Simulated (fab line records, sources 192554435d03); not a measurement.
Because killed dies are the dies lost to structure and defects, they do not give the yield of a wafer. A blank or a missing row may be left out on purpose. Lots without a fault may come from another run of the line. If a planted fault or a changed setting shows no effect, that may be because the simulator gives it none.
Matching of chambers + flow n5_finfet + pecvd-03 running N5_BEOL_M2_ILD_DEP_00: 3 sister chambers
The step deposits SiOC from DEMS/O2, target thk 79 nm, time 15.3 s. 6 wafers are shown with their chamber, then 7 later ones without.

WAFERS, EACH WITH ITS CHAMBER
| wafer  | chamber | throttle_valve_pct (%) | heater_power_w (W) |
|--------|---------|------------------------|--------------------|
| L722.4 | 0       | 12.3                   | 433                |
| L728.4 | 2       | 12.0                   | 449                |
| L727.3 | 0       | 12.5                   | 438                |
| L727.6 | 2       | 11.9                   | 447                |
| L731.3 | 1       | 13.2                   | 620                |
| L731.5 | 1       | 13.0                   | 625                |

WAFERS WHOSE CHAMBER IS MISSING
| wafer  | throttle_valve_pct (%) | heater_power_w (W) |
|--------|------------------------|--------------------|
| L731.6 | 11.8                   | 487                |
| L736.1 | 11.6                   | 452                |
| L736.2 | 12.5                   | 445                |
| L736.5 | 12.2                   | 445                |
| L737.2 | 12.0                   | 479                |
| L737.3 | 13.2                   | 612                |
| L737.5 | 12.0                   | 471                |

WHICH CHAMBER EACH WENT THROUGH
| wafer  | from the rows above     | in truth |
|--------|-------------------------|----------|
| L731.6 | 2                       | 2        |
| L736.1 | 2                       | 2        |
| L736.2 | can't be placed: 0 or 2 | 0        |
| L736.5 | can't be placed: 2 or 0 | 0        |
| L737.2 | 2                       | 2        |
| L737.3 | 1                       | 1        |
| L737.5 | 2                       | 2        |
5 of 7 placed correctly. Unplaceable from these rows: 2, with the true chamber sitting among the candidates in 2. Wrongly placed: 0.
How it was worked out, from the rows above alone: a wafer's distance from a chamber is the root of the sum, over the readings, of the square of ((its reading less the chamber's mean) divided by the reading's scatter). If the next closest chamber is less than 2 further off than the closest, the wafer can't be placed; otherwise it belongs to the closest. A chamber's mean is the mean of its shown wafers. The scatter: take each reading less its chamber's mean, square it, sum over the shown wafers, divide by the number of wafers less the number of chambers, and take the root.
